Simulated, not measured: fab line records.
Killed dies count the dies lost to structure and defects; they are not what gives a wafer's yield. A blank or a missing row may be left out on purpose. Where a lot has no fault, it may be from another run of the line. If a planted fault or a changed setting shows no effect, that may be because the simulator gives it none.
Comparing a struck lot with a sound one ; flow n5Finfet ; 14 out of 1938 route steps
Sound: wafers L748.1, L748.4, L748.6. Struck: wafer L758.2. (L758.1, L758.3 of the same lot were not struck and are left out.) The cause comes at the end.
Per side, at each step with rows, come the tool, then ch with its chambers, and then its first start. Under that, the readings that differ: sound wafers ; struck wafers ; difference of the means ; sigmas: that difference in standard deviations of wafers without a fault.
alike: words and numbers the same on both sides, and readings whose means are apart by under 2 such deviations; not compared: readings that were withheld, readings missing a value for some wafer, numbers with overlapping values and no deviation given by the record, and bounds like >300 which may hide the same value.
The two part at a step that has a row with sigmas, a row that says differs or no value, or rows on one side only. Numbers that have no deviation but don't overlap get no sigmas and don't part them. Lack of a reading on every wafer of one side parts them only where that side has two or more wafers.

first, 3 steps without rows for these wafers: N5_SD_EPI_P_PRECLEAN_32 (cleans in dHF, time 10 s); N5_SD_EPI_P_PRECLEAN_33 (cleans in SC2, time 45 s); N5_SD_EPI_P_SRD_25 (time 30 s).
N5_SD_EPI_P_INSPECT_26: inspects for defects (darkfield).
  sound on defectInspect-01 at day 3 11:10; struck on defectInspect-01 at day 6 03:13
  alike: rawDefectCount
N5_SD_ACTIVATION_RTA_00: time 0 s.
  sound on rtpAnneal-02 ch 0, day 3 11:11; struck on rtpAnneal-02 ch 0, day 6 03:16
reading;sound;struck;difference;sigmas
lamp_zone_7_pct (%);9.348 9.369 9.367;9.309;-0.052;-2
  alike: lampPowerPct, wafer_temp_C_max
N5_SD_ACTIVATION_LSA_01: time 0.0008 s.
  sound on laserAnneal-01 ch 0, day 3 11:24; struck on laserAnneal-01 ch 0, day 6 03:28
  alike: wafer_temp_C_max
N5_SD_ACTIVATION_INSPECT_02: inspects for defects (darkfield).
  sound on defectInspect-01 at day 3 11:56; struck on defectInspect-02 at day 6 03:59
  alike: rawDefectCount
N5_ILD0_LINER_00: material SiNx, target thk 4 nm, pulse time 1 s, purge time 2 s.
  sound on aldSin-04 ch 0,3, day 3 11:58; struck on aldSin-04 ch 2, day 6 04:02
  alike: heaterPowerW, precursorPulseHeightRel
then, 2 steps without rows for these wafers: N5_ILD0_FCVD_FILL_01 (material SiO2 flowable, target thk 200 nm, time 328.3 s); N5_ILD0_CURE_02 (time 1800 s).
N5_ILD0_CMP_03: polishes, stops on SiNx, t overpolish 1.9 s, target thk 197.38 nm.
  sound on cmp-01 ch 1,2,3, day 3 14:23; struck on cmp-02 ch 3, day 6 06:24
reading;sound;struck;difference;sigmas
timeToEndpointS (s);63 67 72;148;+81;+16
model.SiNx_of_DUMMY_GATE_HM_DEP_06.thkNm (nm);77.4 77.6 77.2;78.4;+1.0;
  alike: motorCurrentA, overpolishRunS
N5_ILD0_THK_MEAS_04:
  sound on filmMetro-01 at day 3 14:40; struck on filmMetro-01 at day 6 06:41
reading;sound;struck;difference;sigmas
thkNm (nm);197.5 197.3 197.6;202.1;+4.6;+4
N5_ILD0_CMP_07: polishes SiO2 flowable, stops on poly-Si, t overpolish 1.18 s, target thk 138.88 nm.
  sound on cmp-01 ch 0,2, day 3 14:50; struck on cmp-04 ch 2, day 6 06:43
  alike: motorCurrentA
after that, 1 step had no rows for these wafers: N5_PASSIVATION_PROBE_49.

WHERE THEY PART
At N5_SD_ACTIVATION_RTA_00 first; at N5_ILD0_THK_MEAS_04 last (within this record only). Later steps at which nothing parts them and some readings are alike: N5_ILD0_CMP_07.

WHY: what the simulator had put in
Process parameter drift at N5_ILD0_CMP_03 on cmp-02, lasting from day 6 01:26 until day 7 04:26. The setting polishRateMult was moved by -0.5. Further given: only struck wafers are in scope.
